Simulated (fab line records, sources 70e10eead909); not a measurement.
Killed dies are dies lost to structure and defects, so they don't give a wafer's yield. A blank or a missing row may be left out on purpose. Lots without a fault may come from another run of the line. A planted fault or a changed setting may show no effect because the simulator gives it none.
fab line records | flow nand_harc
record lots=6 wafers=18 last_day=34
route steps=1302 shown A_ONON_D1@428 END@1302
lots that met no fault: from a run of the same line without faults
start_h: hours from the record's first day to the start of the lot's first wafer shown | wait_h: hours since the lot's step before | " the same as in the row above | L1.1+2: a row that stands for several wafers | - no value, or no start given | * or withheld: withheld | < > ~ a bound
route shown NAME@n: a module of which the file shows steps, and the number in the route of the first | usual: mean/standard deviation of fault-free wafers | same: alike in all rows | chamber/n: place in a boat | sites: the reading at each site | _std_site: their standard deviation | _edge_site: outer sites' mean less inner sites' | radius_mm: how far each site lies from the wafer's centre | mask NAME#n: copy n | behind: the tool/chamber that last shaped the wafer | hold: why the lot was held/for how many hours/how that ended | device: the transistor (n, p or np) that didn't switch | end of line: the same wafers' tests at the end of the route | a step without rows: its recipe alone | killed: dies lost to structure and defects at the first sort, not the wafer's yield | map: a wafer's dies, x killed, . not, _ none there
set.NAME: the setting as run; set.NAME@STEP: as run at that earlier step | model.NAME: the simulator's own value behind a step, which no gauge read
lots at some steps of the route; a table a step, a row a wafer
services: from which hour (start_h, from the record's first day; less than 0 if before it) a tool's chamber was out of use, for how many hours, and why
## steps
# step NHARC_A_ONON_D1_DEP_06
# recipe target_thk_a=10000 n2_flow_sccm=2750 n2o_flow_sccm=2000 nh3_flow_sccm=500 sih4_flow_sccm=210 temp_c=400
# step NHARC_A_ONON_D1_THK_MEAS_08
# recipe thk_meas_gauge=ellipsometry
# usual thk_nm=1001/8.4
# columns lot.wafer tool chamber start_h wait_h thk_nm
L497.2 film_metro-02 - 188.24 - 1005
L497.4 " - " " 1006
L497.6 " - " " 1006
L502.1 film_metro-02 - 230.90 - 981
L502.4 " - " " 983
L502.6 " - " " 982
L503.2 film_metro-01 - 240.17 - 986
L503.3 " - " " 987
L503.6 " - " " 987
L513.2 film_metro-02 - 341.71 - 1004
L513.3 " - " " 1004
L513.4 " - " " 1004
L516.4 film_metro-01 - 382.18 - 996
L516.5 " - " " 995
L516.6 " - " " 995
L518.2 film_metro-02 - 403.28 - 1003
L518.3 " - " " 1004
L518.4 " - " " 1002
# step NHARC_A_ONON_D1_DEP_09
# recipe target_thk_a=10000 n2_flow_sccm=2750 n2o_flow_sccm=2000 nh3_flow_sccm=500 sih4_flow_sccm=210 temp_c=400
# step NHARC_A_ONON_D1_THK_MEAS_11
# recipe thk_meas_gauge=ellipsometry
# usual thk_nm=1001/10
# columns lot.wafer tool chamber start_h wait_h thk_nm
L497.2 film_metro-02 - 188.80 - 1005
L497.4 " - " " 1003
L497.6 " - " " 1005
L502.1 film_metro-02 - 231.47 - 996
L502.4 " - " " 995
L502.6 " - " " 998
L503.2 film_metro-02 - 240.73 - 1010
L503.3 " - " " 1008
L503.6 " - " " 1008
L513.2 film_metro-02 - 342.28 - 1001
L513.3 " - " " 1004
L513.4 " - " " 1002
L516.4 film_metro-01 - 382.75 - 1005
L516.5 " - " " 1007
L516.6 " - " " 1004
L518.2 film_metro-02 - 403.85 - 1013
L518.3 " - " " 1015
L518.4 " - " " 1015
# step NHARC_A_ONON_D1_DEP_12
# recipe target_thk_a=10000 n2_flow_sccm=2750 n2o_flow_sccm=2000 nh3_flow_sccm=500 sih4_flow_sccm=210 temp_c=400
# step NHARC_A_ONON_D1_THK_MEAS_14
# recipe thk_meas_gauge=ellipsometry
# usual thk_nm=1001/9.1
# columns lot.wafer tool chamber start_h wait_h thk_nm
L497.2 film_metro-02 - 189.37 - 999
L497.4 " - " " 999
L497.6 " - " " 999
L502.1 film_metro-01 - 232.04 - 1003
L502.4 " - " " 1002
L502.6 " - " " 1002
L503.2 film_metro-02 - 241.30 - 1010
L503.3 " - " " 1008
L503.6 " - " " 1009
L513.2 film_metro-02 - 342.84 - 1005
L513.3 " - " " 1004
L513.4 " - " " 1003
L516.4 film_metro-01 - 383.32 - 993
L516.5 " - " " 995
L516.6 " - " " 995
L518.2 film_metro-02 - 404.43 - 1002
L518.3 " - " " 1001
L518.4 " - " " 1002
# step NHARC_A_ONON_D1_ANNEAL_15
# recipe temp_c=750 time_s=3600
# step NHARC_A_ONON_D1_DEP_16
# recipe target_thk_a=10000 n2_flow_sccm=2750 n2o_flow_sccm=2000 nh3_flow_sccm=500 sih4_flow_sccm=210 temp_c=400
# step NHARC_A_ONON_D1_THK_MEAS_18
# recipe thk_meas_gauge=ellipsometry
# usual thk_nm=1001/11
# columns lot.wafer tool chamber start_h wait_h thk_nm
L497.2 film_metro-01 - 196.97 - 994
L497.4 " - " " 993
L497.6 " - " " 992
L502.1 film_metro-01 - 240.77 - 990
L502.4 " - " " 989
L502.6 " - " " 988
L503.2 film_metro-02 - 250.06 - 996
L503.3 " - " " 998
L503.6 " - " " 996
L513.2 film_metro-02 - 350.67 - 969
L513.3 " - " " 969
L513.4 " - " " 970
L516.4 film_metro-01 - 394.49 - 1005
L516.5 " - " " 1006
L516.6 " - " " 1005
L518.2 film_metro-01 - 412.19 - 1015
L518.3 " - " " 1017
L518.4 " - " " 1017
# step NHARC_A_ONON_D1_DEP_19
# recipe target_thk_a=10000 n2_flow_sccm=2750 n2o_flow_sccm=2000 nh3_flow_sccm=500 sih4_flow_sccm=210 temp_c=400
# step NHARC_A_ONON_D1_THK_MEAS_21
# recipe thk_meas_gauge=ellipsometry
# usual thk_nm=999/7.2
# columns lot.wafer tool chamber start_h wait_h thk_nm
L497.2 film_metro-01 - 197.53 - 993
L497.4 " - " " 996
L497.6 " - " " 995
L502.1 film_metro-01 - 241.34 - 992
L502.4 " - " " 991
L502.6 " - " " 992
L503.2 film_metro-01 - 250.63 - 1010
L503.3 " - " " 1009
L503.6 " - " " 1009
L513.2 film_metro-01 - 351.23 - 1014
L513.3 " - " " 1013
L513.4 " - " " 1012
L516.4 film_metro-01 - 395.06 - 1001
L516.5 " - " " 1003
L516.6 " - " " 1003
L518.2 film_metro-01 - 412.75 - 1003
L518.3 " - " " 1003
L518.4 " - " " 1003
# step NHARC_A_ONON_D1_DEP_22
# recipe target_thk_a=10000 n2_flow_sccm=2750 n2o_flow_sccm=2000 nh3_flow_sccm=500 sih4_flow_sccm=210 temp_c=400
# usual n2o_flow_sccm=2000/6
# columns lot.wafer tool chamber start_h wait_h n2o_flow_sccm
L497.2 pecvd_onon-03 0 197.65 0.1 1999
L497.4 " 0 " " 1999
L497.6 " 0 " " 1999
L502.1 pecvd_onon-01 0 241.39 0.1 1595
L502.4 " 0 " " 1597
L502.6 " 0 " " 1596
L503.2 pecvd_onon-01 0 250.74 0.1 1596
L503.3 " 0 " " 1604
L503.6 " 0 " " 1600
L513.2 pecvd_onon-03 0 351.34 0.1 1991
L513.3 " 0 " " 2001
L513.4 " 0 " " 1992
L516.4 pecvd_onon-01 0 395.29 0.2 2001
L516.5 " 0 " " 2009
L516.6 " 0 " " 1993
L518.2 pecvd_onon-04 0 412.86 0.1 1996
L518.3 " 0 " " 1985
L518.4 " 0 " " 1981
# step NHARC_A_ONON_D1_THK_MEAS_24
# recipe thk_meas_gauge=ellipsometry
# usual thk_nm=998/10
# columns lot.wafer tool chamber start_h wait_h thk_nm
L497.2 film_metro-01 - 198.10 - 1001
L497.4 " - " " 1001
L497.6 " - " " 1001
L502.1 film_metro-01 - 241.91 - 1000
L502.4 " - " " 999
L502.6 " - " " 999
L503.2 film_metro-02 - 251.22 - 994
L503.3 " - " " 992
L503.6 " - " " 993
L513.2 film_metro-01 - 351.79 - 1005
L513.3 " - " " 1005
L513.4 " - " " 1004
L516.4 film_metro-01 - 395.63 - 1007
L516.5 " - " " 1006
L516.6 " - " " 1006
L518.2 film_metro-01 - 413.31 - 1009
L518.3 " - " " 1009
L518.4 " - " " 1008
# step NHARC_END_SORT_01
# recipe temp_c=25
# usual killed_at_array=54/18 killed_at_other=0.7/0.87 killed_at_periphery=3.7/2.5 killed_dies=59/19 killed_open=3.3/2 killed_short=2.6/1.6
# same gross_dies=677
# columns lot.wafer tool chamber start_h wait_h killed_at_array killed_at_other killed_at_periphery killed_dies killed_open killed_short
L502.1 prober-02 0 657.59 2.5 43 2 5 50 2 0
L502.4 prober-02 0 659.99 3.4 54 0 3 57 4 1
L502.6 prober-02 0 661.59 4.0 51 0 2 53 3 5
# killed by level:class
L502.1 A_CHANNEL_HOLE_D1:chamber_film_flake=22 A_CHANNEL_HOLE_D2:chamber_film_flake=11 A_CONTACT:chamber_film_flake=4 A_STAIRCASE:chamber_film_flake=2 THIN_TSV:chamber_film_flake=2 P_STI:geometric_particle:open=1 A_WL_FILL:geometric_particle:open=1 P_ZERO_WELL:chamber_film_flake=1
L502.4 A_CHANNEL_HOLE_D1:chamber_film_flake=32 A_CHANNEL_HOLE_D2:chamber_film_flake=11 A_CONTACT:chamber_film_flake=3 P_ZERO_WELL:chamber_film_flake=2 A_SOURCE_PLATE:geometric_particle:short=1 A_DECK1_JOINT:geometric_particle:open=1 A_CHANNEL_HOLE_D2:geometric_particle:open=1 A_CHANNEL_FILL_D2:geometric_particle:open=1
L502.6 A_CHANNEL_HOLE_D1:chamber_film_flake=25 A_CHANNEL_HOLE_D2:chamber_film_flake=7 A_CONTACT:chamber_film_flake=6 A_STAIRCASE:chamber_film_flake=5 A_ONON_D1:geometric_particle:open=2 A_WL_FILL:geometric_particle:short=2 P_BONDPAD:chamber_film_flake=2 A_ONON_D1:geometric_particle:short=1
## services
# columns tool chamber start_h hours kind
pecvd_onon-03 - 227.00 13.0 pm
pecvd_onon-01 - 251.35 5.3 repair
pecvd_onon-01 - 269.29 13.0 pm
pecvd_onon-04 - 311.42 13.0 pm
pecvd_onon-03 - 366.01 6.1 repair
pecvd_onon-04 - 392.86 0.8 repair
pecvd_onon-03 - 408.00 13.0 pm
## key
first_sign step=NHARC_A_ONON_D1_DEP_22 reading=n2o_flow_sccm direction=down sigmas=67 usual=2000 struck=1598
effect none on later readings
met_at NHARC_A_ONON_D1_DEP_22
struck_wafers L502.1,L502.4,L502.6,L503.2,L503.3,L503.6
tester_left_out L502,L503
fault kind=process_parameter_drift tool=pecvd_onon-01 chamber=- onset_h=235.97 steps=NHARC_A_ONON_D1_DEP_22 channel=n2o_flow_sccm offset=-400 shape=step end_h=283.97 acts_in=these_recipes_only stated=2000
# tester_left_out: of these lots the tester's yield and bins aren't shown, on N5 and GAA mostly nor the transistor test; their killed dies are dies lost to structure and defects alone, not to doping, threshold or leakage, so they don't give the yield
